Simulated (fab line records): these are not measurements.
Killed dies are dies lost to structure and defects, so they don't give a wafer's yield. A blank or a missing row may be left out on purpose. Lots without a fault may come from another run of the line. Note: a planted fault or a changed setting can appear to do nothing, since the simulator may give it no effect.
Matching of chambers    flow nand-harc    NHARC_P_M1_STRIP_18 on rie-diel-03 has 4 sister chambers
The step strips in N2/H2. 27 wafers are shown with their chamber, then 12 later ones without.

== WAFERS WITH THEIR CHAMBER ==
wafer   chamber  drypump-motor-current-A (A)  rf-vpp-V (V)  oes-product-au (a.u.)
L074.1  0        5.1                          89.9          0.999
L074.3  1        6.0                          89.2          1.017
L074.4  2        5.9                          90.8          1.007
L076.2  3        6.1                          90.3          1.000
L076.4  2        5.9                          91.3          1.005
L076.5  1        6.0                          90.2          1.018
L078.4  1        6.1                          90.2          1.000
L078.5  0        5.2                          89.5          1.002
L078.6  1        6.1                          90.2          1.007
L081.3  0        5.1                          89.8          0.994
L081.4  1        6.1                          88.3          1.004
L081.5  2        5.8                          91.5          1.003
L083.3  2        6.0                          92.9          1.013
L083.5  3        6.1                          91.4          0.992
L083.6  2        5.9                          91.1          1.009
L085.1  2        5.8                          91.3          1.009
L085.5  2        5.9                          91.0          1.008
L085.6  1        6.0                          90.7          1.012
L088.1  3        6.2                          89.8          0.987
L088.3  0        5.2                          90.5          1.010
L088.4  2        5.9                          90.2          1.008
L090.2  2        6.0                          91.3          1.018
L090.4  0        5.2                          90.0          0.993
L090.5  2        6.0                          92.4          1.015
L092.1  3        6.1                          91.3          1.009
L092.4  1        6.0                          90.0          1.010
L092.6  3        6.1                          92.0          0.996

SIGNATURES (means of the wafers above)
reading                  chamber 0  chamber 1  chamber 2  chamber 3  scatter within a chamber
drypump-motor-current-A  5.160      6.043      5.910      6.120      0.0612
rf-vpp-V                 89.940     89.829     91.380     90.960     0.751
oes-product-au           0.99960    1.00971    1.00950    0.99680    0.00632
Rule: distance of a wafer from a chamber = root of the sum over the readings of ((wafer's reading minus chamber's mean) / reading's scatter) squared. If the next closest chamber is less than 2 further off than the closest, the wafer can't be placed; otherwise it belongs to the closest. The scatter: the root of (the sum of the squares of (reading less its chamber's mean) over the shown wafers, divided by (wafers less chambers)).

== WAFERS WHOSE CHAMBER IS MISSING ==
wafer   drypump-motor-current-A (A)  rf-vpp-V (V)  oes-product-au (a.u.)
L094.3  5.9                          91.8          1.004
L094.4  6.1                          90.9          1.012
L094.5  5.9                          90.5          1.016
L095.2  5.9                          90.3          1.014
L095.4  6.1                          91.0          1.006
L095.6  6.1                          90.1          1.007
L096.1  5.9                          91.4          1.002
L096.3  6.0                          90.5          1.014
L096.6  5.9                          90.2          1.009
L097.1  6.1                          90.2          1.002
L097.4  5.2                          90.1          0.998
L097.5  5.9                          90.2          1.016

== EACH ONE'S CHAMBER ==
wafer   from the rows above           in truth
L094.3  2                             2
L094.4  can't be placed: 1 or 3 or 2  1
L094.5  can't be placed: 2 or 1       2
L095.2  can't be placed: 2 or 1       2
L095.4  can't be placed: 3 or 1 or 2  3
L095.6  can't be placed: 1 or 3       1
L096.1  2                             2
L096.3  can't be placed: 1 or 2       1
L096.6  can't be placed: 2 or 1       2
L097.1  can't be placed: 3 or 1       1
L097.4  0                             0
L097.5  can't be placed: 2 or 1       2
Correct placement for 3 of the 12. Not placeable from these rows: 9 (in 9, the candidates include the true chamber). Wrongly placed: 0.
